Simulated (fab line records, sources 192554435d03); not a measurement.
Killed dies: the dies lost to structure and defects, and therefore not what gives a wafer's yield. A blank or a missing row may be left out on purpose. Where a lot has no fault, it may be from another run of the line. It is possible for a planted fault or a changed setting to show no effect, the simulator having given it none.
Chamber matching ; flow n5-finfet ; rie-diel-06 running N5_DUMMY_GATE_ETCH_31: 4 sister chambers
The step etches SiO2 in C4F6/O2, target depth 82.5 nm, time 27.5 s. 8 wafers are shown with their chamber, then 7 later ones without.

== WAFERS PAIRED WITH THEIR CHAMBERS ==
wafer;chamber;showerhead-plenum-p-Torr (Torr);drypump-motor-current-A (A)
L079.3;1;2.64;5.5
L080.1;0;2.95;5.6
L080.3;2;2.69;4.8
L081.1;0;2.94;5.6
L081.3;3;2.82;6.2
L081.6;3;2.82;6.1
L087.1;2;2.68;4.8
L087.4;1;2.64;5.5

== WAFERS MISSING THEIR CHAMBER ==
wafer;showerhead-plenum-p-Torr (Torr);drypump-motor-current-A (A)
L087.5;2.81;6.2
L092.1;2.63;5.5
L092.2;3.02;4.8
L092.6;2.93;5.6
L097.1;2.93;5.7
L097.3;3.01;4.8
L097.5;2.63;5.5

== EACH ONE'S CHAMBER ==
wafer;from the rows above;in truth
L087.5;3;3
L092.1;1;1
L092.2;0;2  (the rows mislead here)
L092.6;0;0
L097.1;0;0
L097.3;0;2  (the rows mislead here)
L097.5;1;1
Placed correctly: 5 of 7. Left unplaced by these rows: 0. Placed wrongly: 2.
How it was worked out, from the rows above alone: a wafer's distance from a chamber is the root of the sum, over the readings, of the square of ((its reading less the chamber's mean) divided by the reading's scatter). If the next closest chamber is less than 2 further off than the closest, the wafer can't be placed; otherwise it belongs to the closest. A chamber's mean is the mean of its shown wafers. The scatter: the root of (the sum of the squares of (reading less its chamber's mean) over the shown wafers, divided by (wafers less chambers)).
